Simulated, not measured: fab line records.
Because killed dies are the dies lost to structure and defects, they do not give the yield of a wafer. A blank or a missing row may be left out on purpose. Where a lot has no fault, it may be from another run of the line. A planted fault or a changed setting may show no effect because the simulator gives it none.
Chamber matching    flow n5 finfet    N5_BEOL_M0_SAQP_ETCH_107 on rie diel-01: 4 sister chambers
The step etches SiNx in CH3F/O2, target depth 30 nm. 18 wafers are shown with their chamber, then 9 later ones without.

WAFERS PAIRED WITH THEIR CHAMBERS
wafer   chamber  showerhead plenum p Torr (Torr)  throttle valve pct (%)  rf vpp V (V)
L074.1  0        2.11                             16.17                   304
L074.2  1        2.03                             15.84                   300
L074.6  0        2.11                             16.18                   304
L078.1  1        2.03                             15.88                   299
L078.2  0        2.11                             16.18                   304
L078.5  0        2.11                             16.19                   304
L080.1  0        2.11                             16.20                   305
L080.2  2        1.97                             16.27                   303
L080.6  2        1.97                             16.29                   304
L082.1  3        2.04                             16.45                   297
L082.3  1        2.02                             15.86                   300
L082.4  0        2.11                             16.20                   304
L083.4  0        2.11                             16.21                   305
L083.5  0        2.11                             16.20                   305
L083.6  3        2.04                             16.48                   297
L086.2  3        2.04                             16.49                   296
L086.4  1        2.02                             15.88                   298
L086.6  1        2.02                             15.88                   299

SIGNATURES, as means of the wafers listed above
reading                   chamber 0  chamber 1  chamber 2  chamber 3  scatter within a chamber
showerhead plenum p Torr  2.1100     2.0240     1.9700     2.0400     0.00293
throttle valve pct        16.1913    15.8680    16.2800    16.4733    0.0161
rf vpp V                  304.38     299.20     303.50     296.67     0.646
Rule: a wafer lies at a distance from a chamber equal to the root of the sum of squares, over the readings, of (its reading less the chamber's mean, divided by the reading's scatter). The wafer belongs to the nearest chamber; if the next one is less than 2 further off, it can't be placed. The scatter is the square root of a quotient: the sum, over the shown wafers, of each reading's squared deviation from its chamber's mean, divided by wafers minus chambers.

WAFERS WITH NO CHAMBER GIVEN
wafer   showerhead plenum p Torr (Torr)  throttle valve pct (%)  rf vpp V (V)
L092.2  2.02                             15.92                   298
L092.3  2.03                             16.49                   296
L092.4  2.10                             16.23                   306
L094.2  1.97                             16.32                   305
L094.3  2.10                             16.23                   303
L094.5  1.97                             16.34                   303
L097.1  1.96                             16.32                   304
L097.3  2.02                             15.92                   298
L097.4  2.10                             16.24                   303

WHICH CHAMBER EACH WENT THROUGH
wafer   from the rows above  in truth
L092.2  1                    1
L092.3  3                    3
L092.4  0                    0
L094.2  2                    2
L094.3  0                    0
L094.5  2                    2
L097.1  2                    2
L097.3  1                    1
L097.4  0                    0
Placed correctly: 9 of 9. From these rows, 0 cannot be placed. Wrongly placed: 0.
